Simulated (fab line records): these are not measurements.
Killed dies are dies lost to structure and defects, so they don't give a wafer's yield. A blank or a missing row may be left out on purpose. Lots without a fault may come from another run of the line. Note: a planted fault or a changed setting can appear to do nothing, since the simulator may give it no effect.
Which tool was responsible? :: flow nandHarc :: 18 wafers from 6 lots sampled at 3 of the route's 1302 steps

WHAT THE GAUGES READ, wafer by wafer
NHARC_A_ONON_D2_THK_MEAS_34: measures by ellipsometry.
lot: L653
measured: day 14 04:03
on: filmMetro-02
thkNm (nm): 196.0 200.1 201.8

lot: L657
measured: day 15 09:37
on: filmMetro-02
thkNm (nm): 198.6 195.9 200.6

lot: L659
measured: day 16 05:28
on: filmMetro-01
thkNm (nm): 198.2 196.8 201.8

lot: L663
measured: day 18 14:59
on: filmMetro-02
thkNm (nm): 197.2 180.1 200.2

lot: L671
measured: day 20 21:10
on: filmMetro-02
thkNm (nm): 198.3 199.6 202.5

lot: L673
measured: day 22 15:32
on: filmMetro-02
thkNm (nm): 199.9 196.3 198.0

EACH LOT AND THE TOOL THAT RAN IT (in order: tool; ch and the chambers of the sampled wafers; start)
lot: L653
NHARC_A_CHANNEL_FILL_D1_ETCHBACK_08: rieDiel-09 ch 1,2, day 14 03:35 or earlier
NHARC_A_ONON_D2_DEP_33: pecvd-02 ch 1,2, day 14 03:38

lot: L657
NHARC_A_CHANNEL_FILL_D1_ETCHBACK_08: rieDiel-05 ch 1,2, day 15 09:09 or earlier
NHARC_A_ONON_D2_DEP_33: pecvd-01 ch 0,1,2, day 15 09:12

lot: L659
NHARC_A_CHANNEL_FILL_D1_ETCHBACK_08: rieDiel-07 ch 0,1, day 16 04:59 or earlier
NHARC_A_ONON_D2_DEP_33: pecvd-01 ch 1,2, day 16 05:03

lot: L663
NHARC_A_CHANNEL_FILL_D1_ETCHBACK_08: rieDiel-07 ch 0,2,3, day 18 14:32 or earlier
NHARC_A_ONON_D2_DEP_33: pecvd-01 ch 0,1,2, day 18 14:38

lot: L671
NHARC_A_CHANNEL_FILL_D1_ETCHBACK_08: rieDiel-07 ch 0,1,3, day 20 20:42 or earlier
NHARC_A_ONON_D2_DEP_33: pecvd-02 ch 0,1, day 20 20:46

lot: L673
NHARC_A_CHANNEL_FILL_D1_ETCHBACK_08: rieDiel-05 ch 0,1,2, day 22 15:04 or earlier
NHARC_A_ONON_D2_DEP_33: pecvd-04 ch 1,2, day 22 15:08
- NHARC_A_CHANNEL_FILL_D1_ETCHBACK_08: etches the open film in C4F8, target depth 220 nm, time 110 s.
- NHARC_A_ONON_D2_DEP_33: deposits SiO2, target thk 200 nm.

THE ANSWER, worked out from the rows above alone
Rule: the usual values come from the lots themselves. The widest of any qualifying gaps counts: lots, ordered by their means at a reading, are off when they make up no more than a third of the lots, leave a main group of 4 or more, and stand apart from it by 3 or more times the standard deviation of that group's means. If all means in a main group match to the digits the tables above print for the reading, that group is not used. A lot without any number at a reading at which 4 lots or more have one is off too. The other lots that the step has rows for count as sound.
Off, at NHARC_A_ONON_D2_THK_MEAS_34 on thkNm: L663. For the main group the mean is 199.0 nm and the standard deviation 0.73.
If a tool, at a process step before that reading, ran all the lots that are off and no sound lot after the first of them, it fits. Those tools and the gauges at NHARC_A_ONON_D2_THK_MEAS_34 are tried in the same way. Because NHARC_A_CHANNEL_FILL_D1_ETCHBACK_08 lacks a start for some lots, the hours and order of its lots are taken from NHARC_A_ONON_D2_THK_MEAS_30. One candidate fits, namely pecvd-01 at NHARC_A_ONON_D2_DEP_33. Its last sound lot is L659 (day 16 05:03), its first lot that is off L663 (day 18 14:38): a fault that began between those two fits.

WHAT WAS PUT IN BY THE SIMULATOR
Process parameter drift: pecvd-01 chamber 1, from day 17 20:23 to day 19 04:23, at NHARC_A_ONON_D2_DEP_33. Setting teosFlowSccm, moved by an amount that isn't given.
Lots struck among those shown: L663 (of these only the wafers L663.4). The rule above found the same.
